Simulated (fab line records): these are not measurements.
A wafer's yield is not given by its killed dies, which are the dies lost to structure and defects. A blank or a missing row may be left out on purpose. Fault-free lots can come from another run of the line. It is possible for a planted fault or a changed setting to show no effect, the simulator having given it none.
Matching of chambers    flow n5_finfet    rie_diel-04 running N5_BEOL_M0_SAQP_ETCH_84: 4 sister chambers
The step etches SOC in N2/H2, target depth 100 nm, overetch 20 nm, time 150 s. 8 wafers are shown with their chamber, then 10 later ones without.

== WAFERS, EACH WITH ITS CHAMBER ==
wafer   chamber  drypump_motor_current_A (A)  showerhead_plenum_p_Torr (Torr)
L085.2  3        5.6                          2.44
L085.6  3        5.6                          2.44
L088.1  2        5.2                          2.41
L088.5  1        5.2                          2.58
L090.4  1        5.1                          2.57
L090.6  0        6.0                          2.48
L091.1  0        6.0                          2.48
L091.2  2        5.2                          2.40

== WAFERS WITH NO CHAMBER GIVEN ==
wafer   drypump_motor_current_A (A)  showerhead_plenum_p_Torr (Torr)
L091.4  5.6                          2.44
L094.3  5.6                          2.43
L094.4  6.0                          2.48
L094.5  5.2                          2.40
L095.1  6.0                          2.48
L095.3  5.2                          2.40
L095.4  5.6                          2.43
L096.1  5.2                          2.40
L096.3  6.0                          2.47
L096.4  5.1                          2.57

== THE CHAMBER EACH PASSED THROUGH ==
wafer   from the rows above  in truth
L091.4  3                    3
L094.3  3                    3
L094.4  0                    0
L094.5  2                    2
L095.1  0                    0
L095.3  2                    2
L095.4  3                    3
L096.1  2                    2
L096.3  0                    0
L096.4  1                    1
Placed correctly: 10 of 10. Not placeable from these rows: 0. Number placed wrongly: 0.
How it was worked out, from the rows above alone: a wafer's distance from a chamber is the root of the sum, over the readings, of the square of ((its reading less the chamber's mean) divided by the reading's scatter). The wafer belongs to the nearest chamber; if the next one is less than 2 further off, it can't be placed. A chamber's mean is the mean of its shown wafers. The scatter: the root of (the sum of the squares of (reading less its chamber's mean) over the shown wafers, divided by (wafers less chambers)).
